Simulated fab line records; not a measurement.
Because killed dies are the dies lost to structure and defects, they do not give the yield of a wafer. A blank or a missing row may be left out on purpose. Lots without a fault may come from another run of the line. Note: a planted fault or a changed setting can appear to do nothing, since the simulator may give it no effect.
fab line records + flow nand-harc
record:
- lots: 7
- wafers: 21
- last-day: 33
route steps=1302 shown A_STAIRCASE@657 END@1302
lots untouched by any fault: they come from a run of this same line in which no faults occurred
start-h: hours from the record's opening day to when the first of the lot's shown wafers began + wait-h: time in hours since the lot's previous step + " as in the row above + L1.1+2: one row covering several wafers at once + - value missing, or start not given + * or withheld: withheld + < > ~ a bound
route shown NAME@n: names a module that has steps shown in the file, with the first one's number in the route + usual: average and standard deviation across the fault-free wafers + same: alike in all rows + chamber/n: place in a boat + sites: each site's reading + _std_site: their standard deviation + _edge_site: the outer-site mean with the inner-site mean subtracted + radius-mm: for every site, how far away it sits from the centre of the wafer + mask NAME#n: copy n + behind: tool/chamber where the wafer was last shaped + hold: cause of the lot's hold/its duration in hours/its outcome + device: whichever transistor did not switch (one of n, p or np) + end of line: at the end of the route, the tests of the same wafers + for a step that has no rows: nothing shown but its recipe + killed: the dies lost at the first sort to structure and to defects; this is not the yield of the wafer + map: a wafer's dies, marking killed ones x, the rest . and places with no die _
set.NAME: the setting the step ran with; set.NAME@STEP: the setting that earlier step ran with + model.NAME: the simulator's own value behind a step, which no gauge read
lots at selected steps of the route; one table per step, one row per wafer
services: the hour from which a tool's chamber was out of use, counted from the record's first day as start-h (under 0 if before that day), plus the number of hours and why
== steps ==
step: NHARC_A_STAIRCASE_DEHYDRATE_01
recipe:
- temp-c: 150
- time-s: 120
step: NHARC_A_STAIRCASE_HMDS_02
recipe:
- time-s: 30
step: NHARC_A_STAIRCASE_COAT_03
recipe:
- spin-rpm: 1200
step: NHARC_A_STAIRCASE_SOFTBAKE_04
recipe:
- temp-c: 135
- time-s: 170
step: NHARC_A_STAIRCASE_EBR_05
step: NHARC_A_STAIRCASE_EXPOSE_06
recipe:
- na: 0.5
- dose-mj: 25.43
- mask-id: STAIR
step: NHARC_A_STAIRCASE_PEB_07
recipe:
- peb-temp-c: 115
- peb-time-s: 130
step: NHARC_A_STAIRCASE_DEVELOP_08
recipe:
- time-s: 140
step: NHARC_A_STAIRCASE_HARDBAKE_10
recipe:
- temp-c: 120
- time-s: 140
step: NHARC_A_STAIRCASE_DESCUM_11
recipe:
- time-s: 3
- o2-flow-sccm: 200
- ar-flow-sccm: 0
- bias-power-w: 0
- chemistry: O2
usual:
- chamber-pressure-mTorr: 60.00/0.055
- drypump-motor-current-A: 5.8/0.61
- oes-product-au: 1.003/0.013
- rf-vpp-V: 57.7/1
- showerhead-plenum-p-Torr: 1.93/0.081
- throttle-valve-pct: 11.311/0.01
| lot.wafer | tool        | chamber | start-h | wait-h | chamber-pressure-mTorr | drypump-motor-current-A | oes-product-au | rf-hours-counter-h | rf-vpp-V | showerhead-plenum-p-Torr | throttle-valve-pct |
|-----------|-------------|---------|---------|--------|------------------------|-------------------------|----------------|--------------------|----------|--------------------------|--------------------|
| L484.4    | rie-diel-04 | 1       | 397.94  | -      | 60.01                  | 5.8                     | 1.002          | 11                 | 57.6     | 1.98                     | 11.308             |
| L484.2    | "           | 2       | "       | "      | 60.04                  | 5.0                     | 1.016          | 9                  | 58.0     | 1.93                     | 11.319             |
| L484.6    | "           | 1       | "       | "      | 59.95                  | 5.8                     | 1.000          | -                  | 59.0     | 1.98                     | 11.301             |
| L489.4    | rie-diel-13 | 2       | 449.42  | -      | 59.98                  | 4.9                     | 1.010          | 28                 | 55.5     | 1.82                     | 11.299             |
| L489.1    | "           | 1       | "       | "      | 59.99                  | 6.5                     | 0.982          | 30                 | 58.0     | 2.05                     | 11.327             |
| L489.5    | "           | 2       | "       | "      | 59.97                  | 4.9                     | 1.004          | -                  | 56.1     | 1.82                     | 11.315             |
| L490.2    | rie-diel-13 | 1       | 462.84  | -      | 59.97                  | 6.5                     | 0.990          | 34                 | 59.3     | 2.05                     | 11.280             |
| L490.4    | "           | 2       | "       | "      | 60.08                  | 4.9                     | 1.008          | 32                 | 58.9     | 1.82                     | 11.321             |
| L490.3    | "           | 3       | "       | "      | 60.00                  | 6.1                     | 1.002          | 33                 | 57.1     | 1.90                     | 11.313             |
| L491.1    | rie-diel-04 | 1       | 463.57  | -      | 59.98                  | 5.9                     | 1.002          | 41                 | 56.5     | 1.97                     | 11.304             |
| L491.4    | "           | 3       | "       | "      | 59.98                  | 5.6                     | 1.004          | -                  | 58.6     | 1.99                     | 11.307             |
| L491.5    | "           | 0       | "       | "      | 59.92                  | 5.9                     | 1.029          | -                  | 56.2     | 1.96                     | 11.308             |
| L492.4    | rie-diel-13 | 1       | 473.80  | -      | 60.03                  | 6.5                     | 0.989          | 41                 | 57.7     | 2.04                     | 11.322             |
| L492.2    | "           | 3       | "       | "      | 60.02                  | 6.0                     | 1.005          | 38                 | 57.3     | 1.90                     | 11.313             |
| L492.6    | "           | 1       | "       | "      | 59.85                  | 6.5                     | 0.990          | -                  | 60.4     | 2.04                     | 11.329             |
| L500.1    | rie-diel-13 | 0       | 556.94  | -      | 59.97                  | 5.3                     | 1.001          | 9                  | 58.9     | 1.89                     | 11.310             |
| L500.4    | "           | 1       | "       | "      | 60.00                  | 6.5                     | 1.016          | 8                  | 59.9     | 2.04                     | 11.318             |
| L500.6    | "           | 2       | "       | "      | 60.04                  | 4.9                     | 1.002          | -                  | 57.9     | 1.81                     | 11.311             |
| L501.1    | rie-diel-13 | 3       | 573.46  | -      | 60.07                  | 6.0                     | 0.983          | 16                 | 58.1     | 1.89                     | 11.326             |
| L501.2    | "           | 0       | "       | "      | 59.95                  | 5.3                     | 0.998          | 14                 | 58.1     | 1.89                     | 11.307             |
| L501.6    | "           | 3       | "       | "      | 60.09                  | 6.0                     | 0.986          | -                  | 57.8     | 1.89                     | 11.313             |
step: NHARC_A_STAIRCASE_TRIM_12
recipe:
- time-s: 211.2
- o2-flow-sccm: 500
- ar-flow-sccm: 0
- bias-w: 0
- chemistry: O2
usual:
- chamber-pressure-mTorr: 59.99/0.058
- drypump-motor-current-A: 5.8/0.62
- oes-product-au: 1.002/0.012
- rf-vpp-V: 57.9/0.87
- showerhead-plenum-p-Torr: 3.56/0.14
- throttle-valve-pct: 17.037/0.0089
| lot.wafer | tool        | chamber | start-h | wait-h | chamber-pressure-mTorr | drypump-motor-current-A | oes-product-au | rf-hours-counter-h | rf-vpp-V | showerhead-plenum-p-Torr | throttle-valve-pct |
|-----------|-------------|---------|---------|--------|------------------------|-------------------------|----------------|--------------------|----------|--------------------------|--------------------|
| L484.4    | rie-diel-04 | 3       | 398.20  | 0.3    | 59.98                  | 5.6                     | 1.012          | 10                 | 59.0     | 3.67                     | 17.044             |
| L484.2    | "           | 2       | "       | "      | 59.96                  | 5.0                     | 1.008          | 9                  | 57.9     | 3.55                     | 17.035             |
| L484.6    | "           | 0       | "       | "      | 60.05                  | 5.9                     | 1.009          | -                  | 56.2     | 3.62                     | 17.035             |
| L489.1    | rie-diel-13 | 3       | 449.51  | 0.1    | 59.98                  | 6.0                     | 0.986          | 29                 | 56.6     | 3.51                     | 17.020             |
| L489.4    | "           | 1       | "       | "      | 60.07                  | 6.5                     | 1.000          | 30                 | 58.3     | 3.76                     | 17.051             |
| L489.5    | "           | 0       | "       | "      | 60.08                  | 5.3                     | 0.992          | -                  | 57.7     | 3.51                     | 17.042             |
| L490.3    | rie-diel-13 | 1       | 462.92  | 0.1    | 60.06                  | 6.5                     | 0.987          | 34                 | 58.0     | 3.76                     | 17.034             |
| L490.4    | "           | 3       | "       | "      | 59.94                  | 6.1                     | 0.986          | 33                 | 58.3     | 3.50                     | 17.044             |
| L490.2    | "           | 0       | "       | "      | 59.92                  | 5.3                     | 0.994          | 34                 | 57.4     | 3.51                     | 17.030             |
| L491.1    | rie-diel-04 | 0       | 463.67  | 0.1    | 59.97                  | 5.9                     | 1.021          | 36                 | 57.9     | 3.60                     | 17.013             |
| L491.4    | "           | 0       | "       | "      | 60.08                  | 5.9                     | 1.017          | -                  | 58.7     | 3.61                     | 17.042             |
| L491.5    | "           | 3       | "       | "      | 60.04                  | 5.6                     | 1.013          | -                  | 58.4     | 3.65                     | 17.034             |
| L492.2    | rie-diel-13 | 3       | 473.94  | 0.1    | 60.10                  | 6.0                     | 0.990          | 39                 | 57.2     | 3.50                     | 17.036             |
| L492.4    | "           | 0       | "       | "      | 59.99                  | 5.3                     | 0.994          | 39                 | 57.8     | 3.51                     | 17.020             |
| L492.6    | "           | 0       | "       | "      | 60.02                  | 5.4                     | 1.007          | -                  | 56.6     | 3.51                     | 17.057             |
| L500.1    | rie-diel-13 | 0       | 557.01  | 0.1    | 59.94                  | 5.3                     | 1.008          | 9                  | 56.5     | 3.49                     | 17.050             |
| L500.4    | "           | 2       | "       | "      | 60.01                  | 4.9                     | 1.000          | 8                  | 58.2     | 3.34                     | 17.032             |
| L500.6    | "           | 0       | "       | "      | 59.87                  | 5.3                     | 1.009          | -                  | 58.5     | 3.49                     | 17.038             |
| L501.1    | rie-diel-13 | 0       | 573.55  | 0.1    | 60.02                  | 5.3                     | 1.005          | 14                 | 56.7     | 3.49                     | 17.042             |
| L501.2    | "           | 1       | "       | "      | 60.04                  | 6.5                     | 1.007          | 13                 | 58.4     | 3.74                     | 17.049             |
| L501.6    | "           | 0       | "       | "      | 60.02                  | 5.3                     | 0.991          | -                  | 58.9     | 3.49                     | 17.031             |
step: NHARC_A_STAIRCASE_ETCH_13
recipe:
- target-depth-a: 1000
- time-s: 40.5
- ion-energy-ev: 400
- c4f8-flow-sccm: 20
- o2-flow-sccm: 10
- ar-flow-sccm: withheld
- rf-w: 600
- bias-w: 1000
- chemistry: C4F8/O2
usual:
- chamber-pressure-mTorr: 24.999/0.024
- oes-product-au: 0.946/0.016
- rf-fwd-power-W: 591.4/2.8
- rf-vpp-V: 897/5
| lot.wafer | tool        | chamber | start-h | wait-h | chamber-pressure-mTorr | oes-product-au | rf-fwd-power-W | rf-hours-counter-h | rf-vpp-V |
|-----------|-------------|---------|---------|--------|------------------------|----------------|----------------|--------------------|----------|
| L484.2    | rie-diel-04 | 0       | 398.36  | -      | 25.032                 | 0.939          | 592.0          | 10                 | 899      |
| L484.4    | "           | 2       | "       | "      | 25.010                 | 0.935          | 588.1          | 9                  | 897      |
| L484.6    | "           | 1       | "       | "      | 25.025                 | 0.932          | 592.0          | -                  | 901      |
| L489.4    | rie-diel-13 | 1       | 449.66  | -      | 24.983                 | 0.724          | 349.1          | 30                 | 904      |
| L489.1    | "           | 2       | "       | "      | 24.994                 | 0.732          | 348.4          | 28                 | 890      |
| L489.5    | "           | 2       | "       | "      | 24.971                 | 0.731          | 345.8          | -                  | 890      |
| L490.2    | rie-diel-13 | 3       | 463.08  | -      | 24.989                 | 0.721          | 349.2          | 33                 | 895      |
| L490.3    | "           | 0       | "       | "      | 25.006                 | 0.723          | 351.3          | 34                 | 896      |
| L490.4    | "           | 1       | "       | "      | 24.972                 | 0.707          | 355.5          | 34                 | 903      |
| L491.1    | rie-diel-04 | 0       | 463.87  | -      | 25.018                 | 0.959          | 593.4          | 37                 | 899      |
| L491.4    | "           | 0       | "       | "      | 24.973                 | 0.948          | 590.9          | -                  | 898      |
| L491.5    | "           | 1       | "       | "      | 25.035                 | 0.930          | 589.6          | -                  | 900      |
| L492.4    | rie-diel-13 | 3       | 474.09  | -      | 24.997                 | 0.702          | 353.4          | 39                 | 893      |
| L492.2    | "           | 2       | "       | "      | 24.995                 | 0.721          | 345.3          | 39                 | 890      |
| L492.6    | "           | 0       | "       | "      | 24.992                 | 0.706          | 352.8          | -                  | 895      |
| L500.4    | rie-diel-13 | 0       | 557.16  | -      | 25.022                 | 0.961          | 593.9          | 9                  | 894      |
| L500.1    | "           | 2       | "       | "      | 25.012                 | 0.953          | 585.5          | 8                  | 890      |
| L500.6    | "           | 1       | "       | "      | 25.011                 | 0.957          | 591.0          | -                  | 906      |
| L501.2    | rie-diel-13 | 0       | 573.99  | -      | 25.006                 | 0.926          | 593.1          | 14                 | 896      |
| L501.1    | "           | 1       | "       | "      | 24.991                 | 0.947          | 589.3          | 13                 | 904      |
| L501.6    | "           | 3       | "       | "      | 25.019                 | 0.929          | 590.8          | -                  | 894      |
step: NHARC_A_STAIRCASE_TRIM_14
recipe:
- time-s: 211.2
- o2-flow-sccm: 500
- ar-flow-sccm: 0
- bias-w: 0
- chemistry: O2
usual:
- chamber-pressure-mTorr: 60.01/0.058
- drypump-motor-current-A: 5.8/0.62
- oes-product-au: 1.003/0.012
- rf-vpp-V: 57.8/0.95
- showerhead-plenum-p-Torr: 3.56/0.14
- throttle-valve-pct: 17.037/0.0093
| lot.wafer | tool        | chamber | start-h | wait-h | chamber-pressure-mTorr | drypump-motor-current-A | oes-product-au | rf-hours-counter-h | rf-vpp-V | showerhead-plenum-p-Torr | throttle-valve-pct |
|-----------|-------------|---------|---------|--------|------------------------|-------------------------|----------------|--------------------|----------|--------------------------|--------------------|
| L484.4    | rie-diel-04 | 2       | -       | -      | 60.01                  | 5.0                     | 1.014          | 10                 | 57.0     | 3.55                     | 17.031             |
| L484.2    | "           | 3       | "       | "      | 59.93                  | 5.6                     | 1.001          | 10                 | 56.9     | 3.66                     | 17.060             |
| L484.6    | "           | 1       | "       | "      | 60.06                  | 5.9                     | 0.998          | -                  | 58.7     | 3.65                     | 17.063             |
| L489.1    | rie-diel-13 | 2       | -       | -      | 60.01                  | 4.9                     | 1.014          | 28                 | 57.1     | 3.36                     | 17.025             |
| L489.4    | "           | 3       | "       | "      | 60.08                  | 6.0                     | 0.993          | 29                 | 56.9     | 3.50                     | 17.032             |
| L489.5    | "           | 1       | "       | "      | 60.01                  | 6.5                     | 1.003          | -                  | 57.0     | 3.76                     | 17.044             |
| L490.4    | rie-diel-13 | 2       | -       | -      | 60.01                  | 4.9                     | 1.013          | 32                 | 56.7     | 3.36                     | 17.022             |
| L490.3    | "           | 3       | "       | "      | 59.92                  | 6.0                     | 0.993          | 33                 | 58.2     | 3.50                     | 17.038             |
| L490.2    | "           | 1       | "       | "      | 60.10                  | 6.5                     | 0.980          | 34                 | 56.2     | 3.76                     | 17.040             |
| L491.1    | rie-diel-04 | 0       | -       | -      | 59.98                  | 5.9                     | 1.019          | 37                 | 57.9     | 3.60                     | 17.029             |
| L491.5    | "           | 3       | "       | "      | 59.97                  | 5.6                     | 0.998          | -                  | 58.9     | 3.65                     | 17.047             |
| L491.4    | "           | 0       | "       | "      | 59.89                  | 5.9                     | 1.019          | -                  | 59.0     | 3.60                     | 17.029             |
| L492.4    | rie-diel-13 | 3       | -       | -      | 60.05                  | 6.0                     | 0.995          | 39                 | 57.8     | 3.50                     | 17.033             |
| L492.2    | "           | 1       | "       | "      | 60.06                  | 6.5                     | 0.991          | 41                 | 58.2     | 3.75                     | 17.025             |
| L492.6    | "           | 3       | "       | "      | 60.02                  | 6.0                     | 1.000          | -                  | 58.1     | 3.50                     | 17.040             |
| L500.4    | rie-diel-13 | 0       | -       | -      | 60.00                  | 5.3                     | 1.005          | 9                  | 58.5     | 3.49                     | 17.028             |
| L500.1    | "           | 1       | "       | "      | 60.07                  | 6.5                     | 1.011          | 9                  | 59.5     | 3.74                     | 17.050             |
| L500.6    | "           | 3       | "       | "      | 59.96                  | 6.0                     | 0.990          | -                  | 57.7     | 3.49                     | 17.038             |
| L501.1    | rie-diel-13 | 2       | -       | -      | 60.06                  | 4.9                     | 0.999          | 15                 | 57.4     | 3.34                     | 17.032             |
| L501.2    | "           | 3       | "       | "      | 60.06                  | 6.0                     | 0.981          | 16                 | 56.9     | 3.48                     | 17.034             |
| L501.6    | "           | 0       | "       | "      | 59.95                  | 5.3                     | 0.993          | -                  | 57.8     | 3.49                     | 17.035             |
step: NHARC_END_SORT_01
recipe:
- temp-c: 25
usual:
- killed-at-array: 59/20
- killed-at-other: 0.8/1.1
- killed-at-periphery: 5/3.1
- killed-dies: 64/21
- killed-open: 3.4/1.9
- killed-short: 2.3/1.7
same:
- gross-dies: 677
| lot.wafer | tool      | chamber | start-h | wait-h | killed-at-array | killed-at-other | killed-at-periphery | killed-dies | killed-open | killed-short |
|-----------|-----------|---------|---------|--------|-----------------|-----------------|---------------------|-------------|-------------|--------------|
| L489.1    | prober-02 | 0       | 645.56  | 2.5    | 672             | 1               | 4                   | 677         | 5           | 0            |
| L489.4    | prober-02 | 0       | 647.96  | 3.4    | 672             | 0               | 5                   | 677         | 2           | 5            |
| L489.5    | prober-02 | 0       | 648.76  | 3.7    | 677             | 0               | 0                   | 677         | 3           | 2            |
| L490.2    | prober-01 | 0       | 675.26  | 2.8    | 676             | 0               | 1                   | 677         | 2           | 2            |
| L490.3    | prober-01 | 0       | 676.06  | 3.1    | 672             | 3               | 2                   | 677         | 5           | 4            |
| L490.4    | prober-01 | 0       | 676.85  | 3.4    | 674             | 0               | 3                   | 677         | 4           | 1            |
| L492.2    | prober-02 | 0       | 690.35  | 2.8    | 672             | 1               | 4                   | 677         | 3           | 5            |
| L492.4    | prober-02 | 0       | 691.94  | 3.4    | 674             | 1               | 2                   | 677         | 1           | 3            |
| L492.6    | prober-02 | 0       | 693.54  | 4.0    | 675             | 0               | 2                   | 677         | 3           | 0            |
killed by level:class
L489.1 A_STAIRCASE:area-etch=633 A_SLIT:chamber-film-flake=23 A_CHANNEL_HOLE_D2:chamber-film-flake=7 A_ONON_D1:geometric-particle:open=2 P_STI:chamber-film-flake=2 A_CHANNEL_HOLE_D1:chamber-film-flake=2 P_CONTACT:geometric-particle:open=1 A_CHANNEL_FILL_D1:geometric-particle:open=1
L489.4 A_STAIRCASE:area-etch=602 A_SLIT:chamber-film-flake=29 A_CHANNEL_HOLE_D2:chamber-film-flake=17 A_M1:chamber-film-flake=7 A_ZERO_WELL:chamber-film-flake=4 A_CONTACT:chamber-film-flake=4 P_ZERO_WELL:chamber-film-flake=3 A_CHANNEL_HOLE_D1:chamber-film-flake=3
L489.5 A_STAIRCASE:area-etch=631 A_SLIT:chamber-film-flake=20 A_CHANNEL_HOLE_D2:chamber-film-flake=6 A_CONTACT:chamber-film-flake=5 A_CHANNEL_HOLE_D1:chamber-film-flake=4 A_ONON_D1:geometric-particle:open=2 A_M1:chamber-film-flake=2 A_ONON_D1:geometric-particle:short=1
L490.2 A_STAIRCASE:area-etch=608 A_SLIT:chamber-film-flake=31 A_CHANNEL_HOLE_D1:chamber-film-flake=23 A_CHANNEL_HOLE_D2:unspecified=2 A_STAIRCASE:chamber-film-flake=2 A_WL_FILL:chamber-film-flake=2 A_M1:chamber-film-flake=2 A_ONON_D1:geometric-particle:open=1
L490.3 A_STAIRCASE:area-etch=603 A_CHANNEL_HOLE_D1:chamber-film-flake=33 A_SLIT:chamber-film-flake=19 A_CONTACT:chamber-film-flake=4 P_M0:geometric-particle:open=2 A_SGD_CUT:geometric-particle:short=2 A_CHANNEL_HOLE_D2:chamber-film-flake=2 A_M1:chamber-film-flake=2
L490.4 A_STAIRCASE:area-etch=594 A_CHANNEL_HOLE_D1:chamber-film-flake=35 A_SLIT:chamber-film-flake=32 A_CHANNEL_FILL_D2:chamber-film-flake=2 A_STAIRCASE:chamber-film-flake=2 A_CONTACT:chamber-film-flake=2 A_M1:chamber-film-flake=2 P_CONTACT:geometric-particle:open=1
L492.2 A_STAIRCASE:area-etch=615 A_SLIT:chamber-film-flake=33 A_WL_FILL:chamber-film-flake=5 A_CHANNEL_HOLE_D1:chamber-film-flake=4 A_M1:chamber-film-flake=4 A_CHANNEL_FILL_D1:geometric-particle:short=2 A_STAIRCASE:chamber-film-flake=2 P_M1:geometric-particle:open=1
L492.4 A_STAIRCASE:area-etch=621 A_SLIT:chamber-film-flake=28 A_CHANNEL_HOLE_D1:chamber-film-flake=6 A_WL_FILL:chamber-film-flake=6 A_CONTACT:chamber-film-flake=3 A_DECK1_JOINT:geometric-particle:short=2 A_STAIRCASE:chamber-film-flake=2 A_M1:chamber-film-flake=2
L492.6 A_STAIRCASE:area-etch=634 A_SLIT:chamber-film-flake=25 A_CHANNEL_HOLE_D1:chamber-film-flake=5 A_WL_FILL:chamber-film-flake=3 A_CONTACT:chamber-film-flake=3 A_WL_FILL:geometric-particle:open=2 P_GATE:geometric-particle:open=1 P_ZERO_WELL:chamber-film-flake=1
map L489.1 (x killed, . not)
____________x____________
_________xxxxxxx_________
_______xxxxxxxxxxx_______
______xxxxxxxxxxxxx______
_____xxxxxxxxxxxxxxx_____
____xxxxxxxxxxxxxxxxx____
____xxxxxxxxxxxxxxxxx____
___xxxxxxxxxxxxxxxxxxx___
___xxxxxxxxxxxxxxxxxxx___
__xxxxxxxxxxxxxxxxxxxxx__
__xxxxxxxxxxxxxxxxxxxxx__
_xxxxxxxxxxxxxxxxxxxxxxx_
_xxxxxxxxxxxxxxxxxxxxxxx_
_xxxxxxxxxxxxxxxxxxxxxxx_
_xxxxxxxxxxxxxxxxxxxxxxx_
_xxxxxxxxxxxxxxxxxxxxxxx_
xxxxxxxxxxxxxxxxxxxxxxxxx
xxxxxxxxxxxxxxxxxxxxxxxxx
xxxxxxxxxxxxxxxxxxxxxxxxx
xxxxxxxxxxxxxxxxxxxxxxxxx
xxxxxxxxxxxxxxxxxxxxxxxxx
_xxxxxxxxxxxxxxxxxxxxxxx_
_xxxxxxxxxxxxxxxxxxxxxxx_
_xxxxxxxxxxxxxxxxxxxxxxx_
_xxxxxxxxxxxxxxxxxxxxxxx_
_xxxxxxxxxxxxxxxxxxxxxxx_
__xxxxxxxxxxxxxxxxxxxxx__
__xxxxxxxxxxxxxxxxxxxxx__
___xxxxxxxxxxxxxxxxxxx___
___xxxxxxxxxxxxxxxxxxx___
____xxxxxxxxxxxxxxxxx____
____xxxxxxxxxxxxxxxxx____
_____xxxxxxxxxxxxxxx_____
______xxxxxxxxxxxxx______
_______xxxxxxxxxxx_______
_________xxxxxxx_________
____________x____________
map L490.2 (x killed, . not)
____________x____________
_________xxxxxxx_________
_______xxxxxxxxxxx_______
______xxxxxxxxxxxxx______
_____xxxxxxxxxxxxxxx_____
____xxxxxxxxxxxxxxxxx____
____xxxxxxxxxxxxxxxxx____
___xxxxxxxxxxxxxxxxxxx___
___xxxxxxxxxxxxxxxxxxx___
__xxxxxxxxxxxxxxxxxxxxx__
__xxxxxxxxxxxxxxxxxxxxx__
_xxxxxxxxxxxxxxxxxxxxxxx_
_xxxxxxxxxxxxxxxxxxxxxxx_
_xxxxxxxxxxxxxxxxxxxxxxx_
_xxxxxxxxxxxxxxxxxxxxxxx_
_xxxxxxxxxxxxxxxxxxxxxxx_
xxxxxxxxxxxxxxxxxxxxxxxxx
xxxxxxxxxxxxxxxxxxxxxxxxx
xxxxxxxxxxxxxxxxxxxxxxxxx
xxxxxxxxxxxxxxxxxxxxxxxxx
xxxxxxxxxxxxxxxxxxxxxxxxx
_xxxxxxxxxxxxxxxxxxxxxxx_
_xxxxxxxxxxxxxxxxxxxxxxx_
_xxxxxxxxxxxxxxxxxxxxxxx_
_xxxxxxxxxxxxxxxxxxxxxxx_
_xxxxxxxxxxxxxxxxxxxxxxx_
__xxxxxxxxxxxxxxxxxxxxx__
__xxxxxxxxxxxxxxxxxxxxx__
___xxxxxxxxxxxxxxxxxxx___
___xxxxxxxxxxxxxxxxxxx___
____xxxxxxxxxxxxxxxxx____
____xxxxxxxxxxxxxxxxx____
_____xxxxxxxxxxxxxxx_____
______xxxxxxxxxxxxx______
_______xxxxxxxxxxx_______
_________xxxxxxx_________
____________x____________
== services ==
| tool        | chamber | start-h | hours | kind   |
|-------------|---------|---------|-------|--------|
| rie-diel-13 | 0       | 375.62  | -     | clean  |
| rie-diel-13 | 1       | 375.62  | -     | clean  |
| rie-diel-13 | 2       | 375.62  | -     | clean  |
| rie-diel-13 | 3       | 375.62  | -     | clean  |
| rie-diel-13 | 2       | 377.01  | 6.5   | repair |
| rie-diel-04 | 3       | 385.98  | 1.7   | repair |
| rie-diel-13 | 0       | 402.78  | -     | clean  |
| rie-diel-13 | 1       | 402.78  | -     | clean  |
| rie-diel-13 | 2       | 402.78  | -     | clean  |
| rie-diel-13 | 3       | 402.78  | -     | clean  |
| rie-diel-13 | 2       | 418.27  | 18.2  | repair |
| rie-diel-13 | 0       | 427.28  | -     | clean  |
| rie-diel-13 | 1       | 427.28  | -     | clean  |
| rie-diel-13 | 3       | 427.28  | -     | clean  |
| rie-diel-04 | 2       | 440.61  | 33.2  | repair |
| rie-diel-13 | 0       | 452.36  | -     | clean  |
| rie-diel-13 | 1       | 452.36  | -     | clean  |
| rie-diel-13 | 2       | 452.36  | -     | clean  |
| rie-diel-13 | 3       | 452.36  | -     | clean  |
| rie-diel-13 | 0       | 476.91  | -     | clean  |
| rie-diel-13 | 1       | 476.91  | -     | clean  |
| rie-diel-13 | -       | 519.17  | 9.0   | pm     |
| rie-diel-04 | -       | 532.03  | 9.0   | pm     |
| rie-diel-13 | 2       | 547.64  | 2.1   | repair |
== key ==
first-sign:
- step: NHARC_A_STAIRCASE_ETCH_13
- reading: rf-fwd-power-W
- direction: down
- sigmas: 85
- usual: *
- struck: *
effect:
- step: NHARC_A_STAIRCASE_ETCH_13
- reading: oes-product-au
- direction: down
- sigmas: 14
- usual: 0.946
- struck: 0.718
effect:
- step: NHARC_END_SORT_01
- reading: killed-at-array
- direction: up
- sigmas: 31
- usual: 59
- struck: 674
more-kills-born-at:
- NHARC_A_STAIRCASE_ETCH_13@rie-diel-13: 5541
met-at NHARC_A_STAIRCASE_ETCH_13
struck-wafers L489.1,L489.4,L489.5,L490.2,L490.3,L490.4,L492.2,L492.4,L492.6
later-rows-left-out L489.1,L489.4,L489.5,L490.2,L490.3,L490.4,L492.2,L492.4,L492.6
tester-left-out L489,L490,L492
fault:
- kind: process-parameter-drift
- tool: rie-diel-13
- chamber: -
- onset-h: 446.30
- steps: NHARC_A_STAIRCASE_ETCH_13
- channel: rf-w
- offset: *
- shape: step
- end-h: 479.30
- acts-in: *
- stated: *
tester-left-out: of these lots the tester's yield and bins aren't shown, on N5 and GAA mostly nor the transistor test; their killed dies are dies lost to structure and defects alone, not to doping, threshold or leakage, so they don't give the yield
later-rows-left-out: the simulator's readings of these wafers behind a module that went badly wrong aren't trusted and aren't shown, but for the sort
